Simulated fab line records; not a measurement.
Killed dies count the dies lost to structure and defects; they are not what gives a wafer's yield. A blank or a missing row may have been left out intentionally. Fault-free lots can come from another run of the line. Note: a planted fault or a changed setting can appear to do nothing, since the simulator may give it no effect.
fab line records	flow nand-harc
[record] lots = 24	wafers = 72	last-day = 24
route steps=1159 shown A_STAIRCASE@646 A_SGD_CUT@767
lots with no fault: from the same line, run without faults
start-h: hours from the record's first day to the start of the lot's first wafer shown	wait-h: hours from the lot's prior step to this one	" identical to the entry in the row above	L1.1+2: a row that stands for several wafers	- no value, or no start was given	* or withheld: withheld	< > ~ a bound
route shown NAME@n: a module of which the file shows steps, and the number in the route of the first	usual: mean/standard deviation of fault-free wafers	same: alike in all rows	chamber/n: place in a boat	sites: the reading at each site	_std_site: their standard deviation	_edge_site: mean of outer sites minus mean of inner sites	radius-mm: for every site, how far away it sits from the centre of the wafer	mask NAME#n: copy n	behind: the tool/chamber that last shaped the wafer	hold: the reason the lot was held/the length of the hold in hours/how it ended	device: transistor that didn't switch, given as n, p or np	end of line: the route-end tests of the same wafers	a step with no rows: only its recipe	killed: count of dies lost to structure and defects at first sort (not the wafer's yield)	map: dies across one wafer; x = killed, . = not, _ = none there
set.NAME: the setting that was run; set.NAME@STEP: the one run at that earlier step	model.NAME: the simulator's own value behind a step, which no gauge read
steps of the route over a sample of lots; a table a step, a row a wafer
services: a tool's chamber out of use, with start hour (start-h, from the record's first day; less than 0 if before it), hours out, and reason
[[steps]]
[step NHARC_A_STAIRCASE_DESCUM_252]
[recipe] time-s = 3	o2-flow-sccm = 200	ar-flow-sccm = 0	bias-power-w = 0	chemistry = O2
[usual] drypump-motor-current-A = 5.6/0.48	oes-product-au = 1.000/0.0072	rf-vpp-V = 57.7/0.85	showerhead-plenum-p-Torr = 1.87/0.085	throttle-valve-pct = 11.311/0.0088
lot.wafer	tool	chamber	start-h	wait-h	drypump-motor-current-A	oes-product-au	rf-hours-counter-h	rf-vpp-V	showerhead-plenum-p-Torr	throttle-valve-pct
L074.2	rie-diel-10	1	257.40	-	5.8	1.001	27	58.0	1.80	11.309
L074.3	"	2	"	"	5.3	1.000	26	57.4	1.81	11.325
L074.6	"	2	"	"	5.3	1.005	-	56.7	1.81	11.301
L075.3	rie-diel-10	2	261.79	-	5.3	1.005	28	56.7	1.81	11.317
L075.5	"	1	"	"	5.8	1.011	-	57.4	1.80	11.304
L075.4	"	2	"	"	5.3	1.002	-	57.7	1.81	11.292
L076.2	rie-diel-12	3	263.04	-	5.3	1.028	18	57.7	2.07	11.308
L076.5	"	3	"	"	5.4	1.011	-	57.4	2.07	11.304
L076.6	"	0	"	"	5.6	1.000	-	58.2	2.07	11.316
L077.3	rie-diel-10	3	271.68	-	5.0	0.997	25	56.7	1.89	11.324
L077.5	"	2	"	"	5.3	1.007	-	55.9	1.81	11.315
L077.6	"	3	"	"	5.0	0.996	-	59.7	1.89	11.312
L079.3	rie-diel-10	1	272.51	-	5.9	1.013	35	56.8	1.80	11.315
L079.2	"	0	"	"	5.6	1.002	38	58.8	1.86	11.311
L079.6	"	2	"	"	5.3	0.996	-	57.2	1.81	11.321
L080.1	rie-diel-10	3	274.89	-	5.0	0.988	26	57.3	1.88	11.325
L080.5	"	2	"	"	5.3	0.992	-	57.9	1.81	11.306
L080.6	"	3	"	"	5.0	0.990	-	58.2	1.89	11.304
L078.4	rie-diel-10	0	275.50	-	5.6	1.002	38	57.8	1.86	11.310
L078.3	"	2	"	"	5.3	0.991	35	57.6	1.81	11.324
L078.5	"	1	"	"	5.8	1.001	-	57.4	1.80	11.310
L081.2	rie-diel-01	1	287.82	-	5.7	0.994	50	58.8	1.94	11.312
L081.1	"	3	"	"	6.3	0.990	51	57.9	2.01	11.320
L081.6	"	0	"	"	6.4	0.996	-	58.2	1.78	11.299
L083.2	rie-diel-10	3	300.47	-	5.0	1.010	34	58.3	1.88	11.317
L083.3	"	0	"	"	5.6	1.002	45	58.2	1.86	11.322
L083.4	"	1	"	"	5.9	1.012	45	56.9	1.80	11.305
L082.4	rie-diel-10	0	300.90	-	5.6	1.000	45	56.7	1.86	11.299
L082.2	"	1	"	"	5.9	1.010	45	57.6	1.80	11.301
L082.6	"	3	"	"	5.0	1.003	-	58.5	1.88	11.314
L084.1	rie-diel-10	0	314.16	-	5.6	0.995	50	57.6	1.86	11.316
L084.5	"	3	"	"	5.0	1.001	-	56.8	1.88	11.314
L084.6	"	0	"	"	5.6	1.003	-	57.8	1.86	11.323
L085.1	rie-diel-10	2	322.92	-	5.3	1.001	50	58.2	1.80	11.304
L085.6	"	0	"	"	5.6	1.008	-	57.0	1.86	11.308
L085.5	"	1	"	"	5.8	1.006	-	56.8	1.79	11.313
L086.2	rie-diel-10	0	323.20	-	5.6	0.995	53	56.8	1.86	11.302
L086.3	"	2	"	"	5.3	1.003	50	57.0	1.80	11.319
L086.5	"	0	"	"	5.6	1.006	-	58.3	1.86	11.322
L087.3	rie-diel-12	0	323.61	-	5.6	0.992	42	57.4	2.06	11.312
L087.2	"	1	"	"	5.2	1.006	42	60.2	2.01	11.317
L087.5	"	0	"	"	5.5	1.001	-	57.8	2.06	11.311
L089.2	rie-diel-01	2	340.39	-	6.6	1.002	7	58.6	1.91	11.310
L089.3	"	0	"	"	6.4	0.998	9	57.0	1.77	11.310
L089.5	"	2	"	"	6.7	1.000	-	58.0	1.91	11.293
L088.2	rie-diel-10	1	341.04	-	5.8	0.998	62	57.4	1.79	11.307
L088.4	"	3	"	"	5.0	1.006	51	57.0	1.88	11.309
L088.5	"	2	"	"	5.3	1.003	-	57.8	1.80	11.305
L090.1	rie-diel-01	0	344.50	-	6.3	1.004	11	56.6	1.77	11.322
L090.3	"	1	"	"	5.7	1.001	9	58.0	1.93	11.322
L090.5	"	0	"	"	6.4	0.999	-	57.4	1.77	11.324
L091.1	rie-diel-01	1	344.69	-	5.7	1.008	9	57.8	1.93	11.304
L091.6	"	1	"	"	5.7	1.001	-	56.9	1.93	11.316
L091.5	"	2	"	"	6.6	1.004	-	57.7	1.90	11.306
L092.1	rie-diel-10	1	349.69	-	5.9	0.986	65	56.7	1.79	11.314
L092.4	"	3	"	"	5.0	0.984	53	57.8	1.88	11.320
L092.6	"	1	"	"	5.8	0.994	-	57.1	1.79	11.316
L093.2	rie-diel-01	2	350.79	-	6.7	0.997	10	57.3	1.90	11.313
L093.3	"	3	"	"	6.2	0.993	12	59.8	2.00	11.313
L093.6	"	2	"	"	6.7	1.004	-	56.0	1.90	11.301
L095.3	rie-diel-10	2	366.96	-	5.3	1.003	2	57.3	1.80	11.330
L095.5	"	2	"	"	5.3	0.994	-	57.8	1.80	11.291
L095.6	"	3	"	"	5.0	1.001	-	57.8	1.88	11.304
L096.2	rie-diel-01	1	367.24	-	5.7	1.008	20	58.3	1.93	11.309
L096.1	"	2	"	"	6.6	1.011	19	57.7	1.90	11.310
L096.3	"	3	"	"	6.3	1.011	20	58.7	2.00	11.317
L094.1	rie-diel-10	3	367.52	-	5.0	0.997	1	57.0	1.88	11.294
L094.3	"	1	"	"	5.9	0.994	2	56.4	1.79	11.314
L094.5	"	0	"	"	5.6	0.999	-	59.5	1.85	11.314
L097.3	rie-diel-12	1	394.22	-	5.2	0.996	1	57.8	2.00	11.307
L097.2	"	2	"	"	4.8	0.994	1	57.9	2.08	11.292
L097.5	"	0	"	"	5.6	0.988	-	57.7	2.05	11.317
[step NHARC_A_STAIRCASE_HM_DEP_462]
[recipe] target-thk-a = 8000	temp-c = 400	material = aC
[usual] throttle-valve-pct = 34.999/0.0095
lot.wafer	tool	chamber	start-h	wait-h	throttle-valve-pct
L074.2	acl-dep-01	0	264.05	0.4	34.990
L074.3	"	0	"	"	34.999
L074.6	"	0	"	"	35.005
L075.3	acl-dep-02	0	269.43	1.2	34.990
L075.4	"	0	"	"	34.990
L075.5	"	0	"	"	35.001
L076.2	acl-dep-02	0	270.94	0.4	34.998
L076.5	"	0	"	"	34.990
L076.6	"	0	"	"	34.996
L077.3	acl-dep-01	0	278.87	1.1	35.014
L077.5	"	0	"	"	34.998
L077.6	"	0	"	"	34.995
L079.2	acl-dep-03	0	281.92	3.2	35.001
L079.3	"	0	"	"	34.994
L079.6	"	0	"	"	35.000
L080.1	acl-dep-03	0	283.43	2.5	34.998
L080.5	"	0	284.65	3.7	35.009
L080.6	"	0	"	"	34.985
L078.3	acl-dep-02	0	284.92	2.2	34.994
L078.4	"	0	"	"	35.017
L078.5	"	0	"	"	34.977
L081.1	acl-dep-02	0	295.44	1.6	34.993
L081.2	"	0	"	"	35.009
L081.6	"	0	296.98	3.2	35.002
L083.2	acl-dep-02	0	309.02	0.8	34.994
L083.3	"	0	"	"	34.990
L083.4	"	0	"	"	34.986
L082.2	acl-dep-01	0	309.86	0.4	34.988
L082.4	"	0	"	"	35.009
L082.6	"	0	"	"	34.997
L084.1	acl-dep-01	0	320.39	0.2	34.995
L084.5	"	0	321.62	1.4	34.990
L084.6	"	0	"	"	34.997
L085.1	acl-dep-03	0	331.71	0.1	35.003
L085.5	"	0	332.93	1.3	34.995
L085.6	"	0	"	"	34.997
L087.2	acl-dep-01	0	332.15	0.4	35.003
L087.3	"	0	"	"	34.992
L087.5	"	0	"	"	35.019
L086.2	acl-dep-02	0	332.37	0.4	34.993
L086.3	"	0	"	"	35.006
L086.5	"	0	"	"	35.010
L089.2	acl-dep-01	0	351.77	3.2	34.991
L089.3	"	0	"	"	35.020
L089.5	"	0	"	"	34.969
L088.2	acl-dep-03	0	352.26	2.8	35.000
L088.4	"	0	"	"	34.995
L088.5	"	0	"	"	35.000
L090.1	acl-dep-03	0	355.99	3.4	34.997
L090.3	"	0	"	"	34.999
L090.5	"	0	"	"	35.000
L091.1	acl-dep-01	0	356.96	3.9	35.003
L091.5	"	0	358.19	5.1	35.008
L091.6	"	0	"	"	34.996
L092.1	acl-dep-03	0	362.03	3.5	35.004
L092.4	"	0	"	"	34.995
L092.6	"	0	"	"	34.986
L093.2	acl-dep-01	0	362.36	2.1	34.994
L093.3	"	0	"	"	34.999
L093.6	"	0	"	"	35.001
L095.3	acl-dep-02	0	374.31	0.7	35.001
L095.5	"	0	"	"	35.007
L095.6	"	0	"	"	34.994
L096.1	acl-dep-01	0	375.30	0.1	35.007
L096.2	"	0	"	"	34.987
L096.3	"	0	"	"	35.000
L094.1	acl-dep-03	0	376.69	1.0	35.005
L094.3	"	0	"	"	34.987
L094.5	"	0	"	"	35.002
L097.2	acl-dep-02	0	401.30	0.6	35.023
L097.3	"	0	"	"	34.976
L097.5	"	0	"	"	35.003
[step NHARC_A_STAIRCASE_DESCUM_312]
[recipe] time-s = 3	o2-flow-sccm = 200	ar-flow-sccm = 0	bias-power-w = 0	chemistry = O2
[usual] drypump-motor-current-A = 5.6/0.54	oes-product-au = 1.001/0.0069	rf-vpp-V = 57.7/0.93	showerhead-plenum-p-Torr = 1.92/0.11	throttle-valve-pct = 11.311/0.0085
lot.wafer	tool	chamber	start-h	wait-h	drypump-motor-current-A	oes-product-au	rf-hours-counter-h	rf-vpp-V	showerhead-plenum-p-Torr	throttle-valve-pct
L074.3	rie-diel-12	1	267.26	-	5.2	1.006	21	57.5	2.01	11.309
L074.2	"	2	"	"	4.8	0.999	19	56.9	1.78	11.313
L074.6	"	3	"	"	5.3	0.999	-	59.5	2.07	11.301
L075.4	rie-diel-01	0	271.66	-	6.3	1.008	45	57.6	1.78	11.324
L075.3	"	1	"	"	5.7	0.995	46	58.4	1.94	11.310
L075.5	"	0	"	"	6.3	1.013	-	57.2	1.78	11.319
L076.2	rie-diel-12	3	273.51	-	5.4	1.002	24	56.7	2.07	11.306
L076.5	"	0	"	"	5.6	1.007	-	57.9	2.07	11.305
L076.6	"	1	"	"	5.2	1.011	-	57.6	2.01	11.316
L077.3	rie-diel-12	0	281.85	-	5.5	1.008	29	59.9	2.07	11.302
L077.5	"	1	"	"	5.2	1.003	-	56.5	2.01	11.305
L077.6	"	2	"	"	4.8	1.005	-	55.9	1.78	11.314
L079.3	rie-diel-01	0	284.45	-	6.4	0.997	50	57.3	1.78	11.305
L079.2	"	2	"	"	6.7	0.988	49	57.7	1.91	11.311
L079.6	"	0	"	"	6.4	1.000	-	57.0	1.78	11.319
L080.1	rie-diel-12	3	286.60	-	5.4	1.002	27	59.3	2.07	11.317
L080.5	"	3	"	"	5.4	1.004	-	55.8	2.07	11.325
L080.6	"	1	"	"	5.2	1.000	-	57.9	2.01	11.314
L078.4	rie-diel-10	2	287.16	-	5.3	0.998	38	56.9	1.81	11.309
L078.3	"	0	"	"	5.6	0.998	43	58.1	1.86	11.325
L078.5	"	2	"	"	5.3	0.999	-	58.2	1.81	11.304
L081.2	rie-diel-01	0	298.29	-	6.3	0.993	53	56.3	1.78	11.304
L081.1	"	3	"	"	6.2	0.990	53	58.7	2.00	11.321
L081.6	"	1	"	"	5.7	0.990	-	58.1	1.94	11.313
L083.4	rie-diel-12	2	311.55	-	4.8	1.004	34	56.4	1.78	11.311
L083.3	"	3	"	"	5.3	1.012	37	58.9	2.06	11.316
L083.2	"	0	"	"	5.5	0.987	39	57.4	2.06	11.321
L082.4	rie-diel-01	2	312.41	-	6.7	0.999	58	56.7	1.91	11.304
L082.2	"	1	"	"	5.7	0.995	58	57.0	1.94	11.320
L082.6	"	2	"	"	6.6	0.990	-	59.0	1.91	11.308
L084.1	rie-diel-10	1	323.26	-	5.9	1.005	53	58.9	1.79	11.309
L084.6	"	0	"	"	5.6	1.001	-	56.0	1.86	11.310
L084.5	"	1	"	"	5.9	1.003	-	58.0	1.79	11.309
L085.1	rie-diel-01	2	334.47	-	6.7	1.000	4	57.6	1.91	11.291
L085.5	"	3	"	"	6.2	1.007	-	59.5	2.00	11.316
L085.6	"	0	"	"	6.4	0.994	-	58.4	1.77	11.316
L087.3	rie-diel-12	1	334.71	-	5.2	1.001	46	57.3	2.00	11.305
L087.2	"	2	"	"	4.8	0.996	42	57.3	1.77	11.318
L087.5	"	0	"	"	5.5	1.005	-	57.7	2.06	11.306
L086.2	rie-diel-10	1	334.89	-	5.8	1.011	59	57.5	1.79	11.309
L086.3	"	2	"	"	5.3	1.000	57	57.4	1.80	11.303
L086.5	"	0	"	"	5.6	1.002	-	56.5	1.86	11.313
L089.2	rie-diel-01	3	354.31	-	6.2	1.000	14	57.8	2.00	11.306
L089.3	"	0	"	"	6.4	0.986	15	55.7	1.77	11.315
L089.5	"	1	"	"	5.7	1.016	-	57.8	1.93	11.314
L088.2	rie-diel-12	0	354.78	-	5.5	0.993	57	58.5	2.06	11.316
L088.4	"	2	"	"	4.8	0.996	51	56.0	1.77	11.320
L088.5	"	3	"	"	5.4	1.001	-	59.3	2.06	11.304
L090.3	rie-diel-12	3	358.74	-	5.4	1.010	55	58.0	2.06	11.314
L090.1	"	1	"	"	5.2	0.995	57	57.3	2.00	11.306
L090.5	"	0	"	"	5.6	1.011	-	58.2	2.06	11.300
L091.1	rie-diel-01	0	359.87	-	6.4	0.995	18	58.5	1.77	11.297
L091.5	"	1	"	"	5.6	1.004	-	58.0	1.93	11.320
L091.6	"	2	"	"	6.6	1.000	-	58.3	1.90	11.308
L092.4	rie-diel-12	2	364.89	-	4.9	0.998	54	57.6	1.77	11.313
L092.1	"	3	"	"	5.4	1.011	58	57.4	2.06	11.304
L092.6	"	3	"	"	5.4	0.997	-	58.7	2.06	11.305
L093.2	rie-diel-01	0	365.08	-	6.3	0.989	21	58.1	1.77	11.314
L093.3	"	1	"	"	5.7	1.013	20	57.0	1.93	11.292
L093.6	"	3	"	"	6.2	1.001	-	58.3	2.00	11.315
L095.3	rie-diel-10	0	376.58	-	5.6	1.002	3	57.9	1.85	11.316
L095.5	"	2	"	"	5.3	0.996	-	57.4	1.80	11.300
L095.6	"	3	"	"	5.0	0.988	-	57.7	1.88	11.318
L096.1	rie-diel-01	1	378.13	-	5.7	1.000	23	55.8	1.93	11.300
L096.3	"	2	"	"	6.6	0.994	22	57.6	1.90	11.323
L096.2	"	3	"	"	6.2	1.001	23	58.1	2.00	11.309
L094.1	rie-diel-10	3	379.60	-	5.0	1.003	5	57.9	1.87	11.314
L094.3	"	1	"	"	5.8	0.991	7	58.3	1.79	11.299
L094.5	"	3	"	"	5.0	1.003	-	57.0	1.87	11.300
L097.2	rie-diel-10	1	403.75	-	5.8	0.996	16	57.4	1.79	11.325
L097.3	"	2	"	"	5.3	0.991	16	57.4	1.79	11.317
L097.5	"	3	"	"	5.0	1.004	-	57.7	1.87	11.305
[step NHARC_A_STAIRCASE_ETCH_315]
[recipe] target-depth-a = 25000	time-s = 607.1	ion-energy-ev = 800	c4f8-flow-sccm = 80	o2-flow-sccm = 60	ar-flow-sccm = withheld	rf-w = 600	bias-w = 3000	chemistry = C4F8/O2/Ar
[usual] oes-product-au = 0.932/0.0086	rf-vpp-V = 1827/14
lot.wafer	tool	chamber	start-h	wait-h	oes-product-au	rf-hours-counter-h	rf-vpp-V
L074.2	rie-diel-12	1	-	-	0.937	21	1841
L074.3	"	3	"	"	0.940	21	1845
L074.6	"	0	"	"	0.940	-	1847
L075.3	rie-diel-01	1	-	-	0.937	46	1831
L075.4	"	2	"	"	0.934	45	1826
L075.5	"	1	"	"	0.928	-	1829
L076.2	rie-diel-12	2	-	-	0.938	23	1809
L076.6	"	0	"	"	0.930	-	1844
L076.5	"	1	"	"	0.940	-	1839
L077.3	rie-diel-12	2	-	-	0.940	26	1810
L077.6	"	3	"	"	0.957	-	1846
L077.5	"	0	"	"	0.951	-	1847
L079.2	rie-diel-01	0	-	-	0.938	50	1808
L079.3	"	1	"	"	0.933	50	1831
L079.6	"	0	"	"	0.940	-	1809
L080.1	rie-diel-12	3	-	-	0.932	27	1847
L080.5	"	1	"	"	0.933	-	1838
L080.6	"	3	"	"	0.936	-	1844
L078.4	rie-diel-10	0	-	-	0.936	43	1820
L078.3	"	1	"	"	0.930	40	1813
L078.5	"	0	"	"	0.934	-	1820
L081.2	rie-diel-01	1	-	-	0.945	53	1831
L081.1	"	2	"	"	0.939	53	1827
L081.6	"	1	"	"	0.940	-	1831
L083.4	rie-diel-12	2	-	-	0.927	34	1808
L083.2	"	3	"	"	0.932	37	1847
L083.3	"	0	"	"	0.934	39	1846
L082.4	rie-diel-01	1	-	-	0.914	58	1829
L082.2	"	2	"	"	0.930	59	1825
L082.6	"	2	"	"	0.917	-	1826
L084.1	rie-diel-10	3	-	-	0.941	42	1822
L084.6	"	2	"	"	0.931	-	1814
L084.5	"	3	"	"	0.938	-	1822
L085.1	rie-diel-01	0	-	-	0.939	6	1808
L085.5	"	3	"	"	0.942	-	1838
L085.6	"	0	"	"	0.922	-	1810
L086.3	rie-diel-10	1	-	-	0.941	59	1812
L086.2	"	2	"	"	0.931	57	1811
L086.5	"	2	"	"	0.935	-	1812
L087.3	rie-diel-12	1	-	-	0.945	47	1840
L087.2	"	2	"	"	0.930	43	1810
L087.5	"	0	"	"	0.940	-	1844
L089.2	rie-diel-01	3	-	-	0.928	15	1840
L089.3	"	0	"	"	0.934	15	1807
L089.5	"	3	"	"	0.923	-	1838
L088.4	rie-diel-12	0	-	-	0.923	57	1844
L088.2	"	2	"	"	0.929	51	1808
L088.5	"	0	"	"	0.932	-	1845
L090.1	rie-diel-12	2	-	-	0.926	53	1808
L090.3	"	3	"	"	0.926	55	1845
L090.5	"	3	"	"	0.928	-	1844
L091.1	rie-diel-01	3	-	-	0.917	18	1838
L091.6	"	3	"	"	0.928	-	1838
L091.5	"	0	"	"	0.922	-	1809
L092.1	rie-diel-12	1	-	-	0.920	59	1838
L092.4	"	2	"	"	0.921	55	1809
L092.6	"	0	"	"	0.926	-	1845
L093.3	rie-diel-01	0	-	-	0.926	21	1808
L093.2	"	1	"	"	0.938	20	1828
L093.6	"	3	"	"	0.921	-	1836
L095.3	rie-diel-10	0	-	-	0.933	3	1819
L095.6	"	1	"	"	0.920	-	1811
L095.5	"	2	"	"	0.914	-	1814
L096.2	rie-diel-01	1	-	-	0.936	25	1829
L096.3	"	3	"	"	0.924	25	1836
L096.1	"	0	"	"	0.924	26	1807
L094.3	rie-diel-10	1	-	-	0.916	7	1810
L094.1	"	2	"	"	0.934	7	1813
L094.5	"	0	"	"	0.924	-	1818
L097.2	rie-diel-10	2	-	-	0.921	16	1811
L097.3	"	0	"	"	0.941	14	1818
L097.5	"	2	"	"	0.938	-	1811
[step NHARC_A_SGD_CUT_STRIP_17]
[recipe] o2-flow-sccm = 500	ar-flow-sccm = 0	bias-w = 0	chemistry = O2
[usual] drypump-motor-current-A = 5.6/0.47	oes-product-au = 0.999/0.0082	rf-vpp-V = 57.9/0.78	showerhead-plenum-p-Torr = 3.53/0.12	throttle-valve-pct = 17.036/0.009
lot.wafer	tool	chamber	start-h	wait-h	drypump-motor-current-A	oes-product-au	rf-hours-counter-h	rf-vpp-V	showerhead-plenum-p-Torr	throttle-valve-pct
L075.3	rie-diel-02	0	-	-	5.6	1.005	10	57.8	3.33	17.046
L075.4	"	2	"	"	6.1	1.002	11	58.3	3.57	17.035
L075.5	"	0	"	"	5.5	0.996	-	57.5	3.33	17.034
L074.3	rie-diel-04	0	-	-	5.3	1.002	2	58.0	3.73	17.037
L074.2	"	2	"	"	5.3	0.995	1	57.6	3.54	17.027
L074.6	"	3	"	"	6.5	1.010	-	57.3	3.56	17.046
L076.2	rie-diel-03	1	-	-	5.9	0.976	10	58.5	3.49	17.040
L076.6	"	0	"	"	6.1	0.986	-	57.4	3.65	17.029
L076.5	"	1	"	"	5.9	0.984	-	57.3	3.49	17.042
L080.1	rie-diel-04	1	-	-	5.2	1.011	3	57.5	3.75	17.035
L080.5	"	2	"	"	5.3	0.999	-	57.6	3.54	17.037
L080.6	"	3	"	"	6.5	1.001	-	58.2	3.55	17.046
L078.4	rie-diel-03	3	-	-	5.0	0.995	13	57.7	3.48	17.040
L078.3	"	1	"	"	5.9	0.985	15	59.0	3.49	17.046
L078.5	"	3	"	"	5.0	0.991	-	59.0	3.48	17.030
L077.3	rie-diel-03	3	-	-	5.0	1.003	13	56.4	3.48	17.050
L077.5	"	3	"	"	5.0	0.999	-	56.6	3.48	17.034
L077.6	"	0	"	"	6.0	1.001	-	58.1	3.65	17.043
L079.3	rie-diel-04	0	-	-	5.4	0.996	4	57.5	3.73	17.054
L079.2	"	1	"	"	5.3	1.001	4	59.1	3.75	17.020
L079.6	"	3	"	"	6.5	1.001	-	58.6	3.55	17.043
L081.2	rie-diel-04	0	-	-	5.3	1.012	5	57.6	3.72	17.048
L081.1	"	1	"	"	5.3	0.995	5	58.1	3.75	17.035
L081.6	"	0	"	"	5.3	1.000	-	56.5	3.72	17.031
L083.2	rie-diel-04	1	-	-	5.2	0.993	6	58.7	3.75	17.033
L083.3	"	3	"	"	6.5	0.994	6	57.8	3.55	17.039
L083.4	"	0	"	"	5.3	0.990	6	57.3	3.72	17.034
L082.4	rie-diel-03	2	-	-	5.1	1.001	18	58.3	3.41	17.034
L082.2	"	0	"	"	6.1	0.998	16	58.2	3.65	17.046
L082.6	"	2	"	"	5.1	0.998	-	58.1	3.41	17.039
L084.1	rie-diel-02	0	-	-	5.5	1.019	2	58.7	3.33	17.041
L084.6	"	0	"	"	5.5	1.022	-	59.0	3.33	17.034
L084.5	"	1	"	"	6.1	1.008	-	58.7	3.36	17.035
L086.3	rie-diel-02	3	-	-	5.5	1.012	3	58.2	3.45	17.021
L086.2	"	0	"	"	5.5	1.016	3	56.3	3.33	17.028
L086.5	"	3	"	"	5.5	1.007	-	57.7	3.45	17.022
L085.1	rie-diel-04	0	-	-	5.4	1.012	8	58.9	3.72	17.041
L085.5	"	0	"	"	5.4	1.004	-	58.8	3.72	17.041
L085.6	"	1	"	"	5.3	1.003	-	58.9	3.75	17.043
L087.2	rie-diel-03	1	-	-	5.9	0.995	21	58.3	3.48	17.032
L087.3	"	2	"	"	5.1	1.007	21	58.3	3.41	17.033
L087.5	"	1	"	"	5.9	0.989	-	57.4	3.48	17.040
L089.2	rie-diel-02	3	-	-	5.5	1.002	4	57.8	3.45	17.047
L089.3	"	0	"	"	5.5	1.007	4	56.6	3.33	17.042
L089.5	"	2	"	"	6.1	0.988	-	58.9	3.56	17.031
L088.4	rie-diel-02	3	-	-	5.5	1.006	4	56.9	3.45	17.038
L088.2	"	1	"	"	6.1	0.998	5	56.9	3.36	17.041
L088.5	"	3	"	"	5.5	1.003	-	56.2	3.45	17.030
L090.1	rie-diel-04	0	-	-	5.3	0.983	11	58.9	3.72	17.030
L090.3	"	1	"	"	5.3	0.997	10	57.8	3.74	17.046
L090.5	"	2	"	"	5.3	0.995	-	58.7	3.53	17.033
L091.1	rie-diel-03	2	-	-	5.1	1.006	1	58.2	3.41	17.042
L091.6	"	3	"	"	5.0	1.005	-	58.6	3.47	17.035
L091.5	"	0	"	"	6.1	1.009	-	59.6	3.65	17.030
L092.1	rie-diel-03	1	-	-	5.9	1.001	1	57.4	3.48	17.033
L092.4	"	2	"	"	5.1	1.008	1	58.6	3.41	17.034
L092.6	"	1	"	"	5.8	0.999	-	56.4	3.48	17.043
L093.2	rie-diel-02	0	-	-	5.5	1.011	5	58.0	3.33	17.034
L093.3	"	2	"	"	6.1	1.003	5	59.5	3.56	17.056
L093.6	"	3	"	"	5.5	1.009	-	58.6	3.45	17.029
L095.3	rie-diel-03	3	-	-	5.0	1.000	3	58.2	3.47	17.037
L095.5	"	3	"	"	5.0	0.990	-	56.6	3.47	17.039
L095.6	"	0	"	"	6.1	1.003	-	58.9	3.65	17.034
L094.3	rie-diel-04	2	-	-	5.3	0.997	12	58.1	3.53	17.047
L094.1	"	3	"	"	6.5	0.996	13	58.1	3.55	17.041
L094.5	"	2	"	"	5.3	0.991	-	57.5	3.53	17.041
L096.1	rie-diel-03	2	-	-	5.1	1.007	3	57.0	3.41	17.038
L096.3	"	3	"	"	5.0	0.992	3	57.2	3.47	17.059
L096.2	"	0	"	"	6.1	0.997	3	58.5	3.65	17.038
L097.2	rie-diel-03	3	-	-	5.0	0.997	6	58.1	3.47	17.020
L097.3	"	0	"	"	6.1	0.996	5	58.1	3.65	17.040
L097.5	"	3	"	"	5.0	0.994	-	57.9	3.47	17.019
[step NHARC_A_SGD_CUT_THK_MEAS_22]
[recipe] thk-meas-gauge = ellipsometry
[usual] thk-nm = 148.3/1.3
lot.wafer	tool	chamber	start-h	wait-h	thk-nm
L076.2	film-metro-02	-	322.10	0.2	149.0
L076.5	"	-	"	"	147.6
L076.6	"	-	"	"	148.5
L075.3	film-metro-01	-	322.10	0.2	148.5
L075.4	"	-	"	"	147.5
L075.5	"	-	"	"	147.9
L074.2	film-metro-02	-	322.10	0.2	146.6
L074.3	"	-	"	"	148.2
L074.6	"	-	"	"	151.1
L078.3	film-metro-02	-	339.28	0.2	148.1
L078.4	"	-	"	"	148.1
L078.5	"	-	"	"	149.4
L079.2	film-metro-01	-	339.28	0.2	147.2
L079.3	"	-	"	"	150.3
L079.6	"	-	"	"	146.8
L080.1	film-metro-02	-	339.28	0.2	148.0
L080.5	"	-	"	"	148.2
L080.6	"	-	"	"	148.8
L077.3	film-metro-01	-	339.43	0.2	147.8
L077.5	"	-	"	"	147.6
L077.6	"	-	"	"	147.6
L081.1	film-metro-02	-	354.44	0.2	149.8
L081.2	"	-	"	"	150.5
L081.6	"	-	"	"	148.1
L083.2	film-metro-02	-	364.42	0.2	147.5
L083.3	"	-	"	"	149.8
L083.4	"	-	"	"	149.3
L082.2	film-metro-02	-	364.44	0.2	147.3
L082.4	"	-	"	"	148.3
L082.6	"	-	"	"	149.1
L084.1	film-metro-01	-	376.71	0.2	146.5
L084.5	"	-	"	"	145.9
L084.6	"	-	"	"	146.1
L087.2	film-metro-01	-	390.02	0.2	147.0
L087.3	"	-	"	"	147.0
L087.5	"	-	"	"	147.5
L085.1	film-metro-02	-	390.02	0.2	147.6
L085.5	"	-	"	"	150.3
L085.6	"	-	"	"	147.5
L086.2	film-metro-01	-	390.02	0.2	148.5
L086.3	"	-	"	"	148.2
L086.5	"	-	"	"	148.8
L089.2	film-metro-01	-	406.74	0.2	149.1
L089.3	"	-	"	"	147.5
L089.5	"	-	"	"	147.4
L088.2	film-metro-02	-	406.75	0.2	149.5
L088.4	"	-	"	"	150.2
L088.5	"	-	"	"	148.8
L091.1	film-metro-01	-	412.62	0.2	151.1
L091.5	"	-	"	"	145.5
L091.6	"	-	"	"	150.1
L090.1	film-metro-02	-	412.62	0.2	143.9
L090.3	"	-	"	"	150.2
L090.5	"	-	"	"	148.2
L092.1	film-metro-02	-	417.59	0.2	149.3
L092.4	"	-	"	"	147.7
L092.6	"	-	"	"	148.9
L093.2	film-metro-01	-	417.59	0.2	148.2
L093.3	"	-	"	"	148.1
L093.6	"	-	"	"	147.1
L095.3	film-metro-02	-	430.48	0.2	148.9
L095.5	"	-	"	"	149.2
L095.6	"	-	"	"	149.2
L094.1	film-metro-01	-	430.49	0.2	148.8
L094.3	"	-	"	"	146.3
L094.5	"	-	"	"	148.1
L096.1	film-metro-02	-	430.56	0.2	147.3
L096.2	"	-	"	"	145.5
L096.3	"	-	"	"	148.1
L097.2	film-metro-02	-	460.59	0.2	146.5
L097.3	"	-	"	"	147.8
L097.5	"	-	"	"	147.5
[[services]]
tool	chamber	start-h	hours	kind
rie-diel-02	-	244.49	1.0	repair
rie-diel-03	-	252.49	0.2	repair
rie-diel-12	2	285.43	4.8	repair
rie-diel-04	-	288.90	9.0	pm
rie-diel-02	0	289.72	5.5	repair
acl-dep-01	-	293.83	13.0	pm
rie-diel-04	2	298.23	2.7	repair
rie-diel-02	3	307.06	2.3	repair
rie-diel-01	-	314.99	9.0	pm
rie-diel-12	3	334.04	1.7	repair
acl-dep-02	-	349.86	13.0	pm
rie-diel-10	-	354.21	9.0	pm
rie-diel-10	0	368.20	1.4	repair
rie-diel-01	-	370.63	0.4	repair
rie-diel-04	1	372.98	6.7	repair
rie-diel-03	0	373.75	1.7	repair
rie-diel-12	-	379.62	9.0	pm
rie-diel-03	-	392.52	9.0	pm
rie-diel-04	-	396.78	0.3	repair
acl-dep-03	-	405.00	13.0	pm
acl-dep-01	-	406.40	1.5	repair
rie-diel-10	2	425.16	2.2	repair
rie-diel-01	-	437.94	0.2	repair
rie-diel-10	2	445.18	28.2	repair
[[key]]
fault none
